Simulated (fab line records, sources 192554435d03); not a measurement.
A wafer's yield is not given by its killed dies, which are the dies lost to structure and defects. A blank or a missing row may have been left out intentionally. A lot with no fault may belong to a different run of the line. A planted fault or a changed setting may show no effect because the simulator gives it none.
2 desks, one fault ; flow n5Finfet ; only its own numbers are on each desk; what lay behind them is given at the end

== TOOL OWNER'S DESK, thermalCvdSi-02 ==
The tool's own readings at N5_HKMG_FIN_CVD_62 (deposits a-Si from Si2H6, target thk 3 nm, time 20.8 s): means of the sampled wafers that have a number, for each lot that ran on this tool. Any lot whose mean is over 4 standard deviations away from the usual mean is out of limits and marked OUT; that distance is given in the brackets.
Columns: A = chamberPressureTorr at N5_HKMG_FIN_CVD_62, usual 0.9997 Torr; B = heaterPowerW at N5_HKMG_FIN_CVD_62, usual 1530 W
lot;first seen here;A;B
L557;day 4 09:16;0.9976;1451
L559;day 4 22:37;0.9993;1565
L561;day 5 11:32;1.0007;1640
L563;day 6 01:20;0.9988;1465
L565;day 6 14:57;1.0031;1543
L567;day 7 03:55;0.9980;1634
L569;day 7 11:14;1.0039;1372
L579;day 9 19:29;1.0009;1549
This desk found nothing out of limits on any of the 8 lots.

== THE METROLOGY DESK ==
What the gauges read for every lot (on any tool): the sampled wafers with a number, averaged. Any lot whose mean is over 4 standard deviations away from the usual mean is out of limits and marked OUT; that distance is given in the brackets. 7 of its 12 readings are shown, namely those furthest out on some lot.
Columns: A = DIBL_N at N5_BEOL_M4_RC_MEAS_101, usual 36.9 mV/V; B = DIBL_P at N5_BEOL_M4_RC_MEAS_101, usual 36.7 mV/V; C = EOT_N at N5_BEOL_M4_RC_MEAS_101, usual 10.54; D = EOT_P at N5_BEOL_M4_RC_MEAS_101, usual 10.51; E = IOFF_P at N5_BEOL_M4_RC_MEAS_101, usual 0.22 nA/um; F = SS_P at N5_BEOL_M4_RC_MEAS_101, usual 73.4 mV/dec; G = VT_P at N5_BEOL_M4_RC_MEAS_101, usual -250 mV
lot;first seen here;A;B;C;D;E;F;G
L559;day 8 14:13;34.4;33.6;10.62;10.60;0.18;72.6;-252
L558;day 8 18:03;36.6;35.3;10.45;10.46;0.17;73.4;-256
L557;day 9 00:19;36.9;36.4;10.52;10.53;0.20;73.5;-251
L562;day 9 04:58;37.7;39.4;10.47;10.50;0.23;74.2;-252
L561;day 9 05:38;37.0;38.7;10.50;10.45;0.24;73.4;-248
L563;day 9 08:10;36.3;36.7;10.61;10.59;0.23;73.4;-247
L565;day 10 05:55;35.2;35.5;10.71;10.79;0.22;72.4;-249
L567;day 10 16:14;35.4;34.7;10.72;10.73;0.21;72.3;-250
L569;day 11 09:40;36.4;36.7;10.64;10.64;0.18;73.7;-252
L579;day 14 00:20;38.8;38.4;10.61;10.59;0.24;73.9;-248
This desk found nothing out of limits on any of the 10 lots.

== ALL TOGETHER ==
The tool owner's desk saw nothing out of limits.
The metrology desk saw nothing out of limits.

== WHAT THE SIMULATOR HAD PUT IN ==
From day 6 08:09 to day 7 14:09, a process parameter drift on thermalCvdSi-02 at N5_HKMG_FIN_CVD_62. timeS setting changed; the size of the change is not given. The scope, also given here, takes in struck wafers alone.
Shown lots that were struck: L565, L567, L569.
